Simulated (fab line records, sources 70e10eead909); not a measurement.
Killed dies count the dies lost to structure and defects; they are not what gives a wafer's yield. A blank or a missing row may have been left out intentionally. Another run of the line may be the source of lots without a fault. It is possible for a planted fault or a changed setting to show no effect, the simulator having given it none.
fab line records	flow nand_harc
[record] lots = 24	wafers = 72	last_day = 32
route steps=1302 shown P_M2@339 P_BONDPAD@365 A_ONON_D1@429 A_CHANNEL_HOLE_D1@470
lots with no fault: from the same line, run without faults
start_h: the number of hours between the record's first day and the start of the first shown wafer of the lot	wait_h: time in hours since the lot's previous step	" repeats the value in the row above	L1.1+2: a single row standing in for several wafers	- value missing, or start not given	* or withheld: withheld	< > ~ a bound
route shown NAME@n: names a module that has steps shown in the file, with the first one's number in the route	usual: mean and standard deviation over wafers with no fault	same: alike in all rows	chamber/n: place in a boat	sites: per-site readings	_std_site: standard deviation of those values	_edge_site: inner sites' mean taken away from outer sites' mean	radius_mm: how far each site lies from the wafer's centre	mask NAME#n: copy n	behind: the most recent tool/chamber to have shaped the wafer	hold: cause of the lot's hold/its duration in hours/its outcome	device: the transistor (n, p or np) that didn't switch	end of line: the same wafers' tests at the end of the route	for a step that has no rows: nothing shown but its recipe	killed: the dies lost at the first sort to structure and to defects; this is not the yield of the wafer	map: the dies of a wafer, with x for killed, . for not killed, _ for no die there
set.NAME: the setting the step ran with; set.NAME@STEP: the setting that earlier step ran with	model.NAME: the simulator's own value behind a step, which no gauge read
steps of the route over a sample of lots; a table a step, a row a wafer
services: from which hour (start_h, from the record's first day; less than 0 if before it) a tool's chamber was out of use, for how many hours, and why
[[steps]]
[step NHARC_P_M2_PRE_CLEAN_30]
[recipe] time_s = 30	temp_c = 280	gas = H2/He
[usual] heater_power_w = 428/51	susceptor_temp_C = 280.01/0.2
lot.wafer	tool	chamber	start_h	wait_h	heater_power_w	susceptor_temp_C
L074.1	pvd_sputter-02	-	-	-	368	-
L074.2	"	-	"	"	410	-
L074.6	"	-	"	"	402	-
L075.4	pvd_sputter-02	-	-	-	380	279.79
L075.1	"	-	"	"	410	279.86
L075.5	"	-	"	"	542	280.06
L076.4	pvd_sputter-02	-	-	-	365	280.45
L076.1	"	-	"	"	417	280.07
L076.5	"	-	"	"	367	280.04
L077.4	pvd_sputter-03	-	-	-	411	-
L077.2	"	-	"	"	460	-
L077.5	"	-	"	"	456	-
L078.2	pvd_sputter-02	-	-	-	416	280.05
L078.1	"	-	"	"	405	280.00
L078.6	"	-	"	"	545	279.90
L079.4	pvd_sputter-01	-	-	-	403	-
L079.2	"	-	"	"	429	-
L079.5	"	-	"	"	433	-
L080.1	pvd_sputter-03	-	-	-	462	279.90
L080.2	"	-	"	"	430	279.87
L080.6	"	-	"	"	463	279.98
L081.1	pvd_sputter-03	-	-	-	466	280.20
L081.4	"	-	"	"	385	280.22
L081.5	"	-	"	"	446	279.78
L082.3	pvd_sputter-01	-	-	-	409	279.79
L082.4	"	-	"	"	387	279.80
L082.5	"	-	"	"	394	279.80
L083.3	pvd_sputter-03	-	-	-	373	-
L083.4	"	-	"	"	475	-
L083.6	"	-	"	"	423	-
L084.1	pvd_sputter-03	-	-	-	474	279.72
L084.4	"	-	"	"	415	280.10
L084.5	"	-	"	"	486	279.84
L085.2	pvd_sputter-01	-	-	-	409	280.13
L085.3	"	-	"	"	454	280.41
L085.6	"	-	"	"	403	279.90
L086.3	pvd_sputter-01	-	-	-	465	279.85
L086.1	"	-	"	"	389	279.94
L086.4	"	-	"	"	399	279.95
L087.2	pvd_sputter-03	-	-	-	459	279.70
L087.3	"	-	"	"	479	280.09
L087.1	"	-	"	"	395	280.08
L089.2	pvd_sputter-03	-	-	-	478	280.16
L089.4	"	-	"	"	463	280.13
L089.5	"	-	"	"	481	279.94
L088.2	pvd_sputter-01	-	-	-	392	280.15
L088.6	"	-	"	"	402	280.21
L088.5	"	-	"	"	397	279.97
L090.4	pvd_sputter-02	-	-	-	553	280.37
L090.2	"	-	"	"	426	279.81
L090.5	"	-	"	"	547	280.02
L091.4	pvd_sputter-02	-	-	-	388	280.23
L091.3	"	-	"	"	374	280.12
L091.2	"	-	"	"	419	280.03
L092.4	pvd_sputter-02	-	-	-	554	280.03
L092.2	"	-	"	"	379	280.37
L092.6	"	-	"	"	559	280.25
L093.2	pvd_sputter-01	-	-	-	396	279.92
L093.1	"	-	"	"	460	279.88
L093.5	"	-	"	"	409	280.10
L094.3	pvd_sputter-01	-	-	-	391	279.46
L094.1	"	-	"	"	401	279.93
L094.2	"	-	"	"	396	279.93
L095.1	pvd_sputter-02	-	-	-	411	280.35
L095.2	"	-	"	"	395	279.96
L095.6	"	-	"	"	415	279.72
L096.4	pvd_sputter-02	-	-	-	415	280.06
L096.1	"	-	"	"	543	279.85
L096.6	"	-	"	"	366	280.04
L097.1	pvd_sputter-02	-	-	-	418	-
L097.3	"	-	"	"	542	-
L097.5	"	-	"	"	390	-
[step NHARC_P_BONDPAD_OVL_MEAS_38]
[usual] overlay_x_nm = 0/5.9	overlay_y_nm = 0/4.8
lot.wafer	tool	chamber	start_h	wait_h	overlay_x_nm	overlay_y_nm
L074.1	overlay-01	-	134.86	-	-4	3
L074.2	"	-	"	"	-3	4
L074.6	"	-	"	"	-3	4
L075.1	overlay-02	-	149.17	-	-1	-9
L075.4	"	-	"	"	0	-9
L075.5	"	-	"	"	0	-9
L076.1	overlay-02	-	151.80	-	5	4
L076.4	"	-	"	"	4	4
L076.5	"	-	"	"	4	4
L077.2	overlay-02	-	162.65	-	-1	5
L077.4	"	-	"	"	-1	4
L077.5	"	-	"	"	-1	5
L078.1	overlay-02	-	177.27	-	6	-2
L078.2	"	-	"	"	6	-2
L078.6	"	-	"	"	6	-2
L079.2	overlay-02	-	182.57	-	10	-1
L079.4	"	-	"	"	11	0
L079.5	"	-	"	"	10	0
L080.1	overlay-01	-	194.07	-	0	-3
L080.2	"	-	"	"	-1	-2
L080.6	"	-	"	"	-1	-3
L081.1	overlay-02	-	201.96	-	3	9
L081.4	"	-	"	"	3	9
L081.5	"	-	"	"	3	9
L082.3	overlay-02	-	216.05	-	-9	-2
L082.4	"	-	"	"	-8	-2
L082.5	"	-	"	"	-8	-2
L083.3	overlay-01	-	224.78	-	-3	-1
L083.4	"	-	"	"	-3	-1
L083.6	"	-	"	"	-3	-1
L084.1	overlay-01	-	238.85	-	12	-4
L084.4	"	-	"	"	13	-3
L084.5	"	-	"	"	13	-4
L085.2	overlay-02	-	244.50	-	-5	-7
L085.3	"	-	"	"	-4	-6
L085.6	"	-	"	"	-5	-6
L086.1	overlay-01	-	257.24	-	-3	7
L086.3	"	-	"	"	-3	7
L086.4	"	-	"	"	-3	7
L087.1	overlay-02	-	260.92	-	5	-6
L087.2	"	-	"	"	6	-6
L087.3	"	-	"	"	6	-6
L089.2	overlay-02	-	282.63	-	-9	3
L089.4	"	-	"	"	-8	4
L089.5	"	-	"	"	-8	3
L088.2	overlay-01	-	285.37	-	5	6
L088.5	"	-	"	"	5	6
L088.6	"	-	"	"	5	6
L090.2	overlay-01	-	295.73	-	-7	-2
L090.4	"	-	"	"	-6	-2
L090.5	"	-	"	"	-7	-2
L091.2	overlay-01	-	300.74	-	-8	-5
L091.3	"	-	"	"	-8	-4
L091.4	"	-	"	"	-7	-5
L092.2	overlay-01	-	313.21	-	5	-4
L092.4	"	-	"	"	4	-3
L092.6	"	-	"	"	5	-3
L093.1	overlay-02	-	324.25	-	-8	2
L093.2	"	-	"	"	-8	2
L093.5	"	-	"	"	-8	2
L094.1	overlay-02	-	331.08	-	-1	4
L094.2	"	-	"	"	-1	4
L094.3	"	-	"	"	-1	4
L095.1	overlay-01	-	343.79	-	4	2
L095.2	"	-	"	"	4	1
L095.6	"	-	"	"	4	2
L096.1	overlay-01	-	353.27	-	-7	0
L096.4	"	-	"	"	-6	0
L096.6	"	-	"	"	-7	0
L097.1	overlay-02	-	360.62	-	-1	8
L097.3	"	-	"	"	-1	9
L097.5	"	-	"	"	0	9
[step NHARC_P_BONDPAD_CMP_19]
[recipe] t_overpolish_s = 30	cu_recess_touch_s = 16	target_thk_nm = 160.81
[usual] motor_current_A = 11.7/1.2	overpolish_run_s = 30.001/0.0097	slurry_filter_dp_kPa = 13.49/0.14
lot.wafer	tool	chamber	start_h	wait_h	motor_current_A	overpolish_run_s	slurry_filter_dp_kPa
L074.2	cmp-01	3	137.05	-	11.4	29.985	13.39
L074.1	"	0	"	"	10.8	29.998	13.53
L074.6	"	0	"	"	10.8	29.990	13.32
L075.1	cmp-01	0	151.68	-	11.0	29.997	13.39
L075.4	"	1	"	"	10.2	30.011	13.37
L075.5	"	3	"	"	11.6	29.989	13.48
L076.4	cmp-02	3	153.94	-	9.7	30.003	13.44
L076.1	"	2	"	"	13.0	29.987	13.50
L076.5	"	3	"	"	10.0	30.022	13.42
L077.2	cmp-04	1	164.84	-	12.2	30.001	13.38
L077.4	"	3	"	"	11.3	29.994	13.20
L077.5	"	1	"	"	12.2	30.012	13.31
L078.2	cmp-02	0	179.45	-	11.7	29.993	13.58
L078.1	"	1	"	"	11.6	29.994	13.26
L078.6	"	3	"	"	9.7	29.977	13.37
L079.2	cmp-04	1	184.74	-	12.1	29.999	13.33
L079.4	"	3	"	"	11.3	30.011	13.58
L079.5	"	1	"	"	12.1	30.010	13.56
L080.2	cmp-04	0	196.42	-	12.9	30.005	13.45
L080.1	"	1	"	"	12.1	30.005	13.49
L080.6	"	3	"	"	11.0	30.014	13.48
L081.4	cmp-01	1	204.14	-	9.7	30.001	13.52
L081.1	"	3	"	"	11.1	30.004	13.61
L081.5	"	1	"	"	9.7	30.010	13.65
L082.3	cmp-01	0	218.26	-	10.9	30.006	13.53
L082.4	"	1	"	"	10.1	30.003	13.36
L082.5	"	1	"	"	9.6	30.006	13.29
L083.3	cmp-04	1	227.00	-	12.4	30.011	13.54
L083.4	"	2	"	"	14.0	29.999	13.57
L083.6	"	3	"	"	10.6	29.998	13.29
L084.4	cmp-01	0	241.03	-	11.0	30.000	13.29
L084.1	"	2	"	"	12.5	30.000	13.37
L084.5	"	0	"	"	11.0	30.001	13.31
L085.2	cmp-04	0	246.76	-	12.5	30.013	13.50
L085.3	"	1	"	"	12.0	30.014	13.41
L085.6	"	3	"	"	11.3	29.993	13.39
L086.1	cmp-02	0	259.38	-	11.4	30.000	13.42
L086.4	"	2	"	"	13.0	29.998	13.36
L086.3	"	3	"	"	9.6	30.031	13.43
L087.3	cmp-02	1	263.11	-	11.7	29.997	13.54
L087.2	"	2	"	"	13.3	29.993	13.53
L087.1	"	3	"	"	10.3	30.010	13.70
L089.4	cmp-04	3	284.78	-	11.3	29.991	13.48
L089.2	"	0	"	"	11.9	30.007	13.44
L089.5	"	0	"	"	12.3	30.012	13.56
L088.2	cmp-04	2	287.55	-	14.2	30.022	13.37
L088.5	"	1	"	"	12.4	29.984	13.57
L088.6	"	2	"	"	14.4	30.016	13.51
L090.2	cmp-02	3	297.87	-	10.0	30.000	13.48
L090.4	"	1	"	"	12.3	30.005	13.44
L090.5	"	3	"	"	10.2	30.011	13.39
L091.4	cmp-01	1	302.89	-	10.2	29.999	13.38
L091.3	"	2	"	"	12.0	29.990	13.68
L091.2	"	0	"	"	10.7	30.001	13.47
L092.2	cmp-02	3	315.39	-	10.2	29.999	13.46
L092.4	"	1	"	"	12.0	30.000	13.47
L092.6	"	3	"	"	10.0	29.984	13.35
L093.2	cmp-01	1	326.40	-	9.9	29.994	13.48
L093.1	"	2	"	"	11.8	29.988	13.52
L093.5	"	1	"	"	9.8	30.003	13.43
L094.3	cmp-04	1	333.22	-	12.2	30.007	13.57
L094.2	"	2	"	"	14.6	30.003	13.22
L094.1	"	3	"	"	10.9	30.007	13.68
L095.1	cmp-04	1	345.96	-	12.5	29.993	13.66
L095.2	"	0	"	"	11.6	29.993	13.41
L095.6	"	1	"	"	11.9	30.012	13.40
L096.1	cmp-04	1	355.47	-	12.1	30.000	13.35
L096.4	"	2	"	"	13.5	29.989	13.34
L096.6	"	0	"	"	12.0	30.010	13.81
L097.3	cmp-04	1	362.79	-	12.2	29.994	13.56
L097.1	"	3	"	"	10.2	29.991	13.48
L097.5	"	1	"	"	12.3	30.001	13.66
[step NHARC_P_BONDPAD_ACTIVATE_29]
[recipe] time_s = 60	n2_flow_sccm = 200	ar_flow_sccm = 0	bias_power_w = 0	chemistry = N2
[usual] drypump_motor_current_A = 5.7/0.45	oes_product_au = 1.004/0.012	rf_vpp_V = 64.2/0.89	showerhead_plenum_p_Torr = 1.79/0.075
lot.wafer	tool	chamber	start_h	wait_h	drypump_motor_current_A	oes_product_au	rf_hours_counter_h	rf_vpp_V	showerhead_plenum_p_Torr
L074.1	rie_diel-09	1	137.66	0.1	6.1	0.987	10	62.6	1.75
L074.2	"	2	"	"	6.3	1.002	11	63.0	1.69
L074.6	"	2	"	"	6.3	1.001	-	64.5	1.69
L075.4	rie_diel-09	2	152.26	0.1	6.3	1.007	0	65.3	1.69
L075.1	"	0	"	"	5.0	1.016	0	64.6	1.70
L075.5	"	3	"	"	5.7	0.985	-	64.9	1.86
L076.4	rie_diel-12	2	154.57	0.1	4.9	1.019	2	65.2	1.84
L076.1	"	3	"	"	5.7	0.988	2	66.5	1.85
L076.5	"	0	"	"	5.3	0.993	-	64.9	1.84
L077.2	rie_diel-09	1	165.47	0.1	6.1	0.997	0	62.8	1.75
L077.4	"	2	"	"	6.3	1.009	0	64.7	1.69
L077.5	"	1	"	"	6.1	0.983	-	63.6	1.75
L078.2	rie_diel-09	3	180.06	0.1	5.7	0.999	1	64.2	1.86
L078.1	"	0	"	"	5.0	1.006	1	63.0	1.70
L078.6	"	2	"	"	6.3	1.008	-	63.9	1.69
L079.2	rie_diel-09	2	185.31	0.1	6.3	0.999	1	64.5	1.69
L079.4	"	0	"	"	4.9	0.992	1	64.5	1.70
L079.5	"	1	"	"	6.1	1.001	-	64.7	1.75
L080.2	rie_diel-12	2	196.96	0.1	5.0	1.020	3	65.3	1.84
L080.1	"	0	"	"	5.3	1.004	3	65.1	1.84
L080.6	"	2	"	"	5.0	1.017	-	65.0	1.84
L081.4	rie_diel-12	0	204.76	0.1	5.3	0.990	3	64.2	1.84
L081.1	"	1	"	"	5.7	1.021	4	64.1	1.89
L081.5	"	0	"	"	5.3	1.007	-	63.7	1.84
L082.3	rie_diel-09	0	218.87	0.1	4.9	0.995	3	63.4	1.70
L082.4	"	2	"	"	6.3	1.008	-	62.7	1.69
L082.5	"	1	"	"	6.1	0.975	-	64.7	1.75
L083.4	rie_diel-12	1	227.56	0.1	5.7	1.030	5	65.2	1.89
L083.3	"	3	"	"	5.7	0.985	5	63.9	1.85
L083.6	"	1	"	"	5.7	1.022	-	65.2	1.89
L084.1	rie_diel-09	1	241.62	0.1	6.1	0.997	3	63.6	1.75
L084.5	"	1	"	"	6.1	0.994	-	63.9	1.75
L084.4	"	2	"	"	6.3	1.013	-	63.8	1.69
L085.3	rie_diel-09	2	247.34	0.1	6.3	1.011	4	62.6	1.69
L085.2	"	3	"	"	5.7	0.985	3	64.8	1.86
L085.6	"	3	"	"	5.8	0.997	-	64.8	1.86
L086.3	rie_diel-09	1	259.99	0.1	6.1	0.998	5	64.3	1.75
L086.1	"	2	"	"	6.3	1.018	5	63.4	1.69
L086.4	"	3	"	"	5.8	0.991	4	62.9	1.86
L087.3	rie_diel-01	2	263.70	0.1	5.4	1.013	5	65.4	1.84
L087.2	"	3	"	"	6.0	0.998	5	63.3	1.66
L087.1	"	0	"	"	5.5	1.007	3	64.4	1.70
L089.2	rie_diel-01	3	285.39	0.1	6.0	0.998	7	63.9	1.66
L089.4	"	0	"	"	5.5	1.019	5	64.4	1.70
L089.5	"	2	"	"	5.3	1.008	-	64.7	1.84
L088.2	rie_diel-09	2	288.13	0.1	6.3	1.007	7	63.5	1.69
L088.6	"	0	"	"	5.0	0.993	-	63.7	1.70
L088.5	"	1	"	"	6.1	1.003	-	64.4	1.75
L090.2	rie_diel-09	3	298.51	0.1	5.7	1.003	6	64.2	1.86
L090.4	"	1	"	"	6.1	0.994	6	64.0	1.75
L090.5	"	2	"	"	6.3	1.006	-	62.2	1.69
L091.2	rie_diel-12	2	303.48	0.1	5.0	1.018	1	64.8	1.83
L091.4	"	3	"	"	5.7	0.999	1	63.9	1.85
L091.3	"	0	"	"	5.3	1.010	1	64.4	1.84
L092.4	rie_diel-12	2	316.00	0.1	4.9	1.013	1	65.3	1.84
L092.2	"	3	"	"	5.7	1.002	1	63.8	1.85
L092.6	"	2	"	"	5.0	1.008	-	64.1	1.83
L093.2	rie_diel-12	0	327.01	0.1	5.3	1.001	1	63.5	1.84
L093.1	"	1	"	"	5.7	1.017	1	65.8	1.89
L093.5	"	2	"	"	4.9	1.016	-	63.9	1.83
L094.3	rie_diel-09	1	333.82	0.1	6.1	1.006	1	64.9	1.75
L094.2	"	2	"	"	6.3	1.012	1	63.7	1.69
L094.1	"	3	"	"	5.8	1.002	1	65.2	1.86
L095.2	rie_diel-12	3	346.55	0.1	5.7	0.996	2	65.4	1.85
L095.1	"	0	"	"	5.3	0.989	2	64.3	1.84
L095.6	"	3	"	"	5.7	0.999	-	64.2	1.85
L096.1	rie_diel-01	1	356.03	0.1	5.7	1.019	9	64.1	1.86
L096.4	"	2	"	"	5.4	1.002	10	65.0	1.84
L096.6	"	1	"	"	5.7	1.026	-	64.5	1.86
L097.1	rie_diel-01	2	363.36	0.1	5.3	0.997	11	64.6	1.84
L097.3	"	0	"	"	5.5	1.031	9	61.3	1.70
L097.5	"	2	"	"	5.4	0.982	-	63.8	1.84
[step NHARC_A_ONON_D1_THK_MEAS_08]
[recipe] thk_meas_gauge = ellipsometry
[usual] thk_nm = 994/11
lot.wafer	tool	chamber	start_h	wait_h	thk_nm
L074.1	film_metro-01	-	161.47	-	984
L074.2	"	-	"	"	985
L074.6	"	-	"	"	986
L076.1	film_metro-01	-	176.80	-	1004
L076.4	"	-	"	"	1004
L076.5	"	-	"	"	1004
L075.1	film_metro-02	-	176.81	-	979
L075.4	"	-	"	"	982
L075.5	"	-	"	"	980
L077.2	film_metro-01	-	190.37	-	976
L077.4	"	-	"	"	977
L077.5	"	-	"	"	974
L078.1	film_metro-01	-	204.89	-	1014
L078.2	"	-	"	"	1012
L078.6	"	-	"	"	1014
L079.2	film_metro-01	-	214.28	-	980
L079.4	"	-	"	"	979
L079.5	"	-	"	"	979
L080.1	film_metro-02	-	220.78	-	990
L080.2	"	-	"	"	993
L080.6	"	-	"	"	992
L081.1	film_metro-02	-	229.05	-	987
L081.4	"	-	"	"	989
L081.5	"	-	"	"	989
L082.3	film_metro-01	-	243.71	-	979
L082.4	"	-	"	"	980
L082.5	"	-	"	"	979
L083.3	film_metro-01	-	255.22	-	1002
L083.4	"	-	"	"	1002
L083.6	"	-	"	"	1004
L084.1	film_metro-01	-	267.78	-	1004
L084.4	"	-	"	"	1003
L084.5	"	-	"	"	1004
L085.2	film_metro-01	-	274.99	-	1005
L085.3	"	-	"	"	1006
L085.6	"	-	"	"	1005
L086.1	film_metro-02	-	284.59	-	996
L086.3	"	-	"	"	997
L086.4	"	-	"	"	996
L087.1	film_metro-02	-	288.07	-	1012
L087.2	"	-	"	"	1014
L087.3	"	-	"	"	1012
L089.2	film_metro-02	-	311.02	-	998
L089.4	"	-	"	"	998
L089.5	"	-	"	"	998
L088.2	film_metro-01	-	311.05	-	993
L088.5	"	-	"	"	993
L088.6	"	-	"	"	991
L091.2	film_metro-01	-	325.41	-	984
L091.3	"	-	"	"	985
L091.4	"	-	"	"	982
L090.2	film_metro-01	-	325.46	-	997
L090.4	"	-	"	"	997
L090.5	"	-	"	"	998
L092.2	film_metro-01	-	341.70	-	1001
L092.4	"	-	"	"	1002
L092.6	"	-	"	"	1002
L093.1	film_metro-01	-	350.58	-	997
L093.2	"	-	"	"	996
L093.5	"	-	"	"	998
L094.1	film_metro-01	-	359.92	-	981
L094.2	"	-	"	"	979
L094.3	"	-	"	"	979
L095.1	film_metro-01	-	370.68	-	987
L095.2	"	-	"	"	988
L095.6	"	-	"	"	988
L096.1	film_metro-01	-	381.72	-	985
L096.4	"	-	"	"	985
L096.6	"	-	"	"	986
L097.1	film_metro-01	-	388.96	-	1003
L097.3	"	-	"	"	1007
L097.5	"	-	"	"	1006
[step NHARC_A_CHANNEL_HOLE_D1_CD_MEAS_18]
[usual] cd_nm = 97/3.2
lot.wafer	tool	chamber	start_h	wait_h	cd_nm
L074.1	cd_sem-03	-	178.07	-	96
L074.2	"	-	"	"	92
L074.6	"	-	"	"	94
L075.1	cd_sem-03	-	195.56	-	100
L075.4	"	-	"	"	94
L075.5	"	-	"	"	96
L076.1	cd_sem-01	-	196.28	-	97
L076.4	"	-	"	"	98
L076.5	"	-	"	"	100
L077.2	cd_sem-02	-	209.89	-	97
L077.4	"	-	"	"	96
L077.5	"	-	"	"	99
L078.1	cd_sem-02	-	220.51	-	95
L078.2	"	-	"	"	95
L078.6	"	-	"	"	92
L079.2	cd_sem-03	-	230.82	-	99
L079.4	"	-	"	"	99
L079.5	"	-	"	"	99
L080.1	cd_sem-03	-	239.51	-	98
L080.2	"	-	"	"	98
L080.6	"	-	"	"	99
L081.1	cd_sem-03	-	249.57	-	91
L081.4	"	-	"	"	100
L081.5	"	-	"	"	90
L082.3	cd_sem-02	-	260.68	-	94
L082.4	"	-	"	"	96
L082.5	"	-	"	"	91
L083.3	cd_sem-02	-	270.98	-	98
L083.4	"	-	"	"	95
L083.6	"	-	"	"	97
L084.1	cd_sem-02	-	287.41	-	92
L084.4	"	-	"	"	94
L084.5	"	-	"	"	97
L085.2	cd_sem-01	-	292.48	-	98
L085.3	"	-	"	"	93
L085.6	"	-	"	"	98
L086.1	cd_sem-03	-	302.90	-	97
L086.3	"	-	"	"	98
L086.4	"	-	"	"	101
L087.1	cd_sem-01	-	303.69	-	100
L087.2	"	-	"	"	101
L087.3	"	-	"	"	97
L088.2	cd_sem-01	-	327.69	-	98
L088.5	"	-	"	"	95
L088.6	"	-	"	"	99
L089.2	cd_sem-02	-	328.48	-	98
L089.4	"	-	"	"	95
L089.5	"	-	"	"	93
L091.2	cd_sem-03	-	341.08	-	96
L091.3	"	-	"	"	95
L091.4	"	-	"	"	93
L090.2	cd_sem-03	-	341.62	-	98
L090.4	"	-	"	"	97
L090.5	"	-	"	"	98
L092.2	cd_sem-01	-	359.64	-	94
L092.4	"	-	"	"	98
L092.6	"	-	"	"	101
L093.1	cd_sem-03	-	367.40	-	100
L093.2	"	-	"	"	95
L093.5	"	-	"	"	91
L094.1	cd_sem-02	-	379.67	-	90
L094.2	"	-	"	"	94
L094.3	"	-	"	"	97
L095.1	cd_sem-01	-	388.96	-	100
L095.2	"	-	"	"	94
L095.6	"	-	"	"	93
L096.1	cd_sem-03	-	398.64	-	99
L096.4	"	-	"	"	94
L096.6	"	-	"	"	90
L097.1	cd_sem-03	-	409.22	-	98
L097.3	"	-	"	"	106
L097.5	"	-	"	"	101
[[services]]
tool	chamber	start_h	hours	kind
cmp-04	-	108.23	2.6	repair
pvd_sputter-01	-	110.19	6.0	repair
cmp-04	-	111.78	4.0	pm
cmp-01	-	112.47	0.7	repair
rie_diel-09	-	143.10	9.0	pm
cmp-04	-	145.60	3.5	repair
rie_diel-12	0	160.49	7.1	repair
rie_diel-12	3	164.04	5.3	repair
cmp-01	-	179.85	1.2	repair
pvd_sputter-02	-	187.88	6.7	repair
rie_diel-12	2	191.35	4.6	repair
rie_diel-12	1	191.55	3.9	repair
rie_diel-09	3	208.63	14.7	repair
cmp-04	-	209.78	4.0	pm
rie_diel-09	0	240.13	6.7	repair
rie_diel-12	-	268.40	9.0	pm
cmp-04	-	268.79	8.4	repair
pvd_sputter-02	-	282.00	10.0	pm
rie_diel-09	3	289.91	5.8	repair
cmp-04	-	307.78	4.0	pm
rie_diel-09	0	309.76	4.6	repair
cmp-04	-	313.11	0.6	repair
cmp-04	-	316.12	3.4	repair
rie_diel-09	-	320.11	9.0	pm
[[key]]
fault none
